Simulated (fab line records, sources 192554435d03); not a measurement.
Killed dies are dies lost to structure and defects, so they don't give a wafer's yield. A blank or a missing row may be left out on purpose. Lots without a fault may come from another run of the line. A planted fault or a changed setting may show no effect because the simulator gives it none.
A struck lot beside a sound one | flow n5_finfet | 39 steps out of a route of 1938
Sound: wafers L780.2, L780.4, L780.5. Struck: wafers L771.1, L771.4. The cause comes at the end.
At each step with rows: each side's tool, then ch and its chambers, then its first start. Under that, the readings that differ: sound wafers | struck wafers | difference of the means | sigmas: that difference in standard deviations of wafers without a fault.
alike: readings whose means differ by less than 2 such deviations, and words and numbers that are the same on both sides. not compared: withheld readings, readings that some wafer has no value for, bounds like >300 that may hide the same value, and numbers for which the record gives no deviation and whose values overlap.
The two part at a step that has a row with sigmas, a row that says differs or no value, or rows on one side only. Numbers that don't overlap but have no deviation are shown without sigmas and don't part them. A reading that every wafer of one side lacks parts them only if that side has two wafers or more.

first, 11 steps without rows for these wafers: N5_BEOL_M4_STRIP_65 (strips in N2/H2); N5_BEOL_M4_STRIP_75 (strips in N2/H2); N5_BEOL_M4_STRIP_66 (strips in CF4); N5_BEOL_M4_HM_OPEN_17 (chemistry Cl2/BCl3, target TiN, target depth 20 nm, overetch 6 nm); N5_BEOL_M4_STRIP_19 (strips in O2); N5_BEOL_M4_COAT_67 (time 60 s, resist thk 60 nm); N5_BEOL_M4_COAT_68 (time 60 s, resist thk 12 nm); N5_BEOL_M4_COAT_76 (time 60 s, resist thk 5 nm); N5_BEOL_M4_COAT_22 (resist thk 30 nm); N5_BEOL_M4_EBR_24; N5_BEOL_M4_SOFTBAKE_23 (time 60 s).
N5_BEOL_M4_EXPOSE_25: exposes mask V3, defocus 5 nm.
  sound on euv_scanner-01 ch 0, day 13 20:49; struck on euv_scanner-02 ch 0, day 11 22:01
  alike: mask, exposure_dose_mJ_cm2
then, 2 steps without rows for these wafers: N5_BEOL_M4_PEB_26 (peb time 60 s); N5_BEOL_M4_DEVELOP_27 (develop time 30 s).
N5_BEOL_M4_CD_MEAS_28: target cd 26.2 nm, target cd y 24.1 nm.
  sound on cd_sem-01 ch 0, day 13 20:58; struck on cd_sem-01 ch 0, day 11 22:10
  reading    | sound             | struck      | difference | sigmas
  cd_nm (nm) | 26.35 26.16 25.69 | 18.36 18.02 | -7.88      | -34
then, 22 steps without rows for these wafers: N5_BEOL_M4_DESCUM_33 (chemistry O2, time 7 s); N5_BEOL_M4_ETCH_77 (etches underlayer in N2/H2, target depth 6.5 nm, time 5.2 s); N5_BEOL_M4_ETCH_69 (etches SiARC in CF4, target depth 15.6 nm, time 26 s); N5_BEOL_M4_ALD_98 (deposits SiO2, target thk 2.5 nm, pulse time 1 s, co reactant pulse time 1 s); N5_BEOL_M4_ETCHBACK_99 (etches SiO2 in CHF3, target depth 5 nm, time 10.4 s); N5_BEOL_M4_ETCH_70 (etches SOC in N2/H2, target depth 80 nm, overetch 24 nm, time 130 s); N5_BEOL_M4_STRIP_71 (strips in N2/H2); N5_BEOL_M4_STRIP_78 (strips in N2/H2); N5_BEOL_M4_VIA_ETCH_34 (etches the open film in C4F6/O2, target depth 69.4 nm, time 65.9 s); N5_BEOL_M4_STRIP_83 (strips in C4F6/O2); N5_BEOL_M4_STRIP_36 (strips in N2/H2); N5_BEOL_M4_TRENCH_ETCH_37 (etches SiOC in C4F6/O2, target depth 55.555 nm, time 29.2 s); N5_BEOL_M4_ETCH_41 (etches SiCN in CH3F/O2, target depth 29.9 nm, time 52.5 s); N5_BEOL_M4_STRIP_97 (strips in N2/H2, time 10 s); N5_BEOL_M4_HM_STRIP_39 (strips TiN in peroxide tin strip, target depth 25 nm, time 158 s); N5_BEOL_M4_SRD_40 (time 30 s); N5_BEOL_M4_PRECLEAN_42 (cleans in residue remover, time 60 s); N5_BEOL_M4_SRD_43 (time 30 s); N5_BEOL_M4_DEGAS_44 (time 60 s); N5_BEOL_M4_PRE_CLEAN_45 (time 30 s); N5_BEOL_M4_ALD_84 (deposits TaN, pulse time 2 s, purge time 3 s, co reactant purge time 2 s); N5_BEOL_M4_SURFACE_TREAT_85.
N5_BEOL_M4_RC_MEAS_101:
  the record has rows for the sound wafers here (prober-02 ch 0, day 14 10:56) and none for the struck ones
-- the record jumps here: 5 days lie between the struck wafers' starts before and after (it left off in module BEOL_M4 and takes up again in module PASSIVATION, whose first step shown is number 1936 of the route) --
N5_PASSIVATION_PROBE_49:
  the record has rows for the struck wafers here (prober-02, day 16 10:53) and none for the sound ones

WHERE THEY PART
First at N5_BEOL_M4_CD_MEAS_28; last, within this record, at N5_PASSIVATION_PROBE_49.

WHY: what the simulator had put in
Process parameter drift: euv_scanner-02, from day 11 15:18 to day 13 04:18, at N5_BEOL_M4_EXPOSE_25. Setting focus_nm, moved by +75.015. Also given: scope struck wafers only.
